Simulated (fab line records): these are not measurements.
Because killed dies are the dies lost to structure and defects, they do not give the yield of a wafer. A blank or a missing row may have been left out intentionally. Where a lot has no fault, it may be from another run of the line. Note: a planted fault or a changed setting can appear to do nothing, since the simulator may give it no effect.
Matching of chambers + flow n5_finfet + N5_BEOL_M12_ETCH_38 on rie_diel-05 has 4 sister chambers
The step etches SiCN in CF4/N2, target depth 68.7 nm, time 73.4 s. 18 wafers are shown with their chamber, then 9 later ones without.

## WAFERS WITH THEIR CHAMBER
| wafer  | chamber | drypump_motor_current_A (A) | showerhead_plenum_p_Torr (Torr) | throttle_valve_pct (%) |
|--------|---------|-----------------------------|---------------------------------|------------------------|
| L075.1 | 2       | 5.5                         | 2.15                            | 15.10                  |
| L075.3 | 0       | 5.8                         | 2.26                            | 15.44                  |
| L075.5 | 2       | 5.5                         | 2.15                            | 15.11                  |
| L074.2 | 1       | 5.2                         | 2.26                            | 15.77                  |
| L074.3 | 2       | 5.5                         | 2.15                            | 15.11                  |
| L074.6 | 0       | 5.8                         | 2.26                            | 15.42                  |
| L078.2 | 2       | 5.5                         | 2.15                            | 15.13                  |
| L078.4 | 1       | 5.1                         | 2.25                            | 15.78                  |
| L078.6 | 3       | 6.5                         | 2.26                            | 15.81                  |
| L082.2 | 0       | 5.8                         | 2.25                            | 14.94                  |
| L082.3 | 1       | 5.1                         | 2.25                            | 15.30                  |
| L082.5 | 1       | 5.2                         | 2.25                            | 15.30                  |
| L085.2 | 2       | 5.5                         | 2.14                            | 15.15                  |
| L085.3 | 0       | 5.8                         | 2.25                            | 14.94                  |
| L085.5 | 0       | 5.8                         | 2.25                            | 14.95                  |
| L086.1 | 2       | 5.5                         | 2.14                            | 15.15                  |
| L086.4 | 0       | 5.7                         | 2.25                            | 14.96                  |
| L086.6 | 2       | 5.5                         | 2.14                            | 15.17                  |

SIGNATURES (averages over the wafers above)
| reading                  | chamber 0 | chamber 1 | chamber 2 | chamber 3 | scatter within a chamber |
|--------------------------|-----------|-----------|-----------|-----------|--------------------------|
| drypump_motor_current_A  | 5.783     | 5.150     | 5.500     | 6.500     | 0.0362                   |
| showerhead_plenum_p_Torr | 2.2533    | 2.2525    | 2.1457    | 2.2600    | 0.00521                  |
| throttle_valve_pct       | 15.1083   | 15.5375   | 15.1314   | 15.8100   | 0.197                    |
Rule: distance of a wafer from a chamber = root of the sum over the readings of ((wafer's reading minus chamber's mean) / reading's scatter) squared. If the next closest chamber is less than 2 further off than the closest, the wafer can't be placed; otherwise it belongs to the closest. The scatter: take each reading less its chamber's mean, square it, sum over the shown wafers, divide by the number of wafers less the number of chambers, and take the root.

## WAFERS MISSING THEIR CHAMBER
| wafer  | drypump_motor_current_A (A) | showerhead_plenum_p_Torr (Torr) | throttle_valve_pct (%) |
|--------|-----------------------------|---------------------------------|------------------------|
| L088.2 | 5.8                         | 2.25                            | 14.97                  |
| L088.5 | 5.8                         | 2.25                            | 14.96                  |
| L088.6 | 5.5                         | 2.14                            | 15.17                  |
| L094.1 | 5.5                         | 2.14                            | 15.19                  |
| L094.5 | 5.2                         | 2.24                            | 15.37                  |
| L094.6 | 5.7                         | 2.25                            | 14.99                  |
| L095.1 | 5.8                         | 2.24                            | 15.01                  |
| L095.2 | 6.5                         | 2.25                            | 15.37                  |
| L095.4 | 5.1                         | 2.24                            | 15.36                  |

## WHICH CHAMBER EACH WENT THROUGH
| wafer  | from the rows above | in truth |
|--------|---------------------|----------|
| L088.2 | 0                   | 0        |
| L088.5 | 0                   | 0        |
| L088.6 | 2                   | 2        |
| L094.1 | 2                   | 2        |
| L094.5 | 1                   | 1        |
| L094.6 | 0                   | 0        |
| L095.1 | 0                   | 0        |
| L095.2 | 3                   | 3        |
| L095.4 | 1                   | 1        |
9 of 9 placed correctly. Not placeable from these rows: 0. Placed wrongly: 0.
